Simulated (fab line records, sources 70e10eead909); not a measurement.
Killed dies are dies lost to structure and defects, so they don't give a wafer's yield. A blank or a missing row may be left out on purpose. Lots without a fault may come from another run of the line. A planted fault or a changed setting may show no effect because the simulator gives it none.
Chamber matching | flow nand_harc | NHARC_A_BONDPAD_DESCUM_11 on rie_diel-05: 4 sister chambers
The step chemistry O2, time 3 s. 20 wafers are shown with their chamber, then 10 later ones without.

WAFERS WITH THEIR CHAMBER
wafer  | chamber | drypump_motor_current_A (A) | oes_product_au (a.u.) | rf_vpp_V (V)
L641.2 | 0       | 4.8                         | 1.001                 | 57.3
L641.3 | 1       | 5.5                         | 1.004                 | 58.1
L641.6 | 0       | 4.8                         | 1.007                 | 55.8
L642.1 | 2       | 5.8                         | 0.989                 | 56.9
L642.4 | 3       | 5.8                         | 0.994                 | 56.9
L642.6 | 1       | 5.5                         | 0.982                 | 58.0
L644.1 | 3       | 5.8                         | 1.000                 | 58.5
L644.5 | 1       | 5.5                         | 0.996                 | 59.1
L644.6 | 2       | 5.7                         | 0.990                 | 56.0
L646.2 | 1       | 5.5                         | 0.977                 | 56.9
L646.3 | 0       | 4.8                         | 0.991                 | 57.6
L646.6 | 0       | 4.8                         | 0.982                 | 58.2
L649.2 | 2       | 5.8                         | 1.001                 | 56.4
L649.3 | 0       | 4.8                         | 0.998                 | 56.8
L649.6 | 2       | 5.8                         | 1.004                 | 58.5
L650.1 | 0       | 4.8                         | 1.002                 | 58.4
L650.4 | 3       | 5.8                         | 1.005                 | 56.8
L650.6 | 3       | 5.8                         | 1.010                 | 56.5
L648.1 | 0       | 4.8                         | 0.999                 | 57.7
L648.3 | 1       | 5.5                         | 1.013                 | 56.4

SIGNATURES (means of the wafers above)
reading                 | chamber 0 | chamber 1 | chamber 2 | chamber 3 | scatter within a chamber
drypump_motor_current_A | 4.800     | 5.500     | 5.775     | 5.800     | 0.0217
oes_product_au          | 0.99714   | 0.99440   | 0.99600   | 1.00225   | 0.0101
rf_vpp_V                | 57.400    | 57.700    | 56.950    | 57.175    | 0.977
Rule: a wafer's distance from a chamber is the root of the sum, over the readings, of the square of ((its reading less the chamber's mean) divided by the reading's scatter). The wafer belongs to the nearest chamber; if the next one is less than 2 further off, it can't be placed. The scatter: the root of (the sum of the squares of (reading less its chamber's mean) over the shown wafers, divided by (wafers less chambers)).

WAFERS WITHOUT THEIR CHAMBER
wafer  | drypump_motor_current_A (A) | oes_product_au (a.u.) | rf_vpp_V (V)
L648.5 | 5.8                         | 0.999                 | 57.9
L652.1 | 4.8                         | 1.012                 | 58.9
L652.2 | 5.5                         | 1.018                 | 57.9
L652.3 | 5.8                         | 1.001                 | 57.9
L653.1 | 5.8                         | 1.003                 | 58.0
L653.2 | 4.8                         | 1.013                 | 56.9
L653.5 | 4.8                         | 1.000                 | 57.0
L655.1 | 4.8                         | 1.001                 | 57.6
L655.5 | 5.5                         | 1.023                 | 57.7
L655.6 | 5.8                         | 1.003                 | 58.8

WHICH CHAMBER EACH WENT THROUGH
wafer  | from the rows above     | in truth
L648.5 | can't be placed: 3 or 2 | 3
L652.1 | 0                       | 0
L652.2 | 1                       | 1
L652.3 | can't be placed: 3 or 2 | 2
L653.1 | can't be placed: 3 or 2 | 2
L653.2 | 0                       | 0
L653.5 | 0                       | 0
L655.1 | 0                       | 0
L655.5 | 1                       | 1
L655.6 | can't be placed: 3 or 2 | 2
Placed correctly: 6 of 10. Can't be placed from these rows: 4 (the true chamber is among the candidates in 4). Placed wrongly: 0.
